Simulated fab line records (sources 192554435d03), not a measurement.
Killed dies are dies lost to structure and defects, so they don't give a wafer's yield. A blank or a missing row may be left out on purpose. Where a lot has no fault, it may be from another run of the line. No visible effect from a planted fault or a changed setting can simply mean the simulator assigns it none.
Matching of chambers || flow n5Finfet || 4 sister chambers for N5_BEOL_M0_SAQP_STRIP_75 on rieDiel-06
The step strips in CF4. 8 wafers are shown with their chamber, then 8 later ones without.

== EACH WAFER AND ITS CHAMBER ==
{"wafer": "L084.3", "chamber": 0, "drypumpMotorCurrentA (A)": 5.0, "throttleValvePct (%)": 13.51}
{"wafer": "L084.6", "chamber": 0, "drypumpMotorCurrentA (A)": 5.0, "throttleValvePct (%)": 13.52}
{"wafer": "L089.3", "chamber": 3, "drypumpMotorCurrentA (A)": 5.6, "throttleValvePct (%)": 13.86}
{"wafer": "L089.4", "chamber": 1, "drypumpMotorCurrentA (A)": 5.6, "throttleValvePct (%)": 13.39}
{"wafer": "L092.2", "chamber": 3, "drypumpMotorCurrentA (A)": 5.5, "throttleValvePct (%)": 13.85}
{"wafer": "L092.5", "chamber": 2, "drypumpMotorCurrentA (A)": 5.5, "throttleValvePct (%)": 13.34}
{"wafer": "L092.6", "chamber": 1, "drypumpMotorCurrentA (A)": 5.6, "throttleValvePct (%)": 13.39}
{"wafer": "L095.3", "chamber": 2, "drypumpMotorCurrentA (A)": 5.5, "throttleValvePct (%)": 13.35}

== WAFERS WITH NO CHAMBER GIVEN ==
{"wafer": "L095.4", "drypumpMotorCurrentA (A)": 5.6, "throttleValvePct (%)": 13.88}
{"wafer": "L095.6", "drypumpMotorCurrentA (A)": 5.6, "throttleValvePct (%)": 13.39}
{"wafer": "L097.1", "drypumpMotorCurrentA (A)": 5.5, "throttleValvePct (%)": 13.89}
{"wafer": "L097.2", "drypumpMotorCurrentA (A)": 5.5, "throttleValvePct (%)": 13.37}
{"wafer": "L097.3", "drypumpMotorCurrentA (A)": 5.0, "throttleValvePct (%)": 13.57}
{"wafer": "L097.4", "drypumpMotorCurrentA (A)": 5.6, "throttleValvePct (%)": 13.42}
{"wafer": "L097.5", "drypumpMotorCurrentA (A)": 5.6, "throttleValvePct (%)": 13.39}
{"wafer": "L097.6", "drypumpMotorCurrentA (A)": 5.0, "throttleValvePct (%)": 13.57}

== WHICH CHAMBER EACH WENT THROUGH ==
{"wafer": "L095.4", "from the rows above": 3, "in truth": 3}
{"wafer": "L095.6", "from the rows above": 1, "in truth": 1}
{"wafer": "L097.1", "from the rows above": 3, "in truth": 3}
{"wafer": "L097.2", "from the rows above": "can't be placed: 2 or 1", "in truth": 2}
{"wafer": "L097.3", "from the rows above": 0, "in truth": 0}
{"wafer": "L097.4", "from the rows above": 1, "in truth": 1}
{"wafer": "L097.5", "from the rows above": 1, "in truth": 1}
{"wafer": "L097.6", "from the rows above": 0, "in truth": 0}
Placed correctly: 7 of 8. From these rows, 1 cannot be placed; in 1 the true chamber is one of the candidates. Placed wrongly: 0.
How it was worked out, from the rows above alone: a wafer's distance from a chamber is the root of the sum, over the readings, of the square of ((its reading less the chamber's mean) divided by the reading's scatter). The wafer belongs to the nearest chamber; if the next one is less than 2 further off, it can't be placed. The mean given for a chamber averages the wafers shown for that chamber. How the scatter is found: for the shown wafers, subtract from each reading the mean of its chamber, square and add these, divide the total by (wafers less chambers), then take the root.
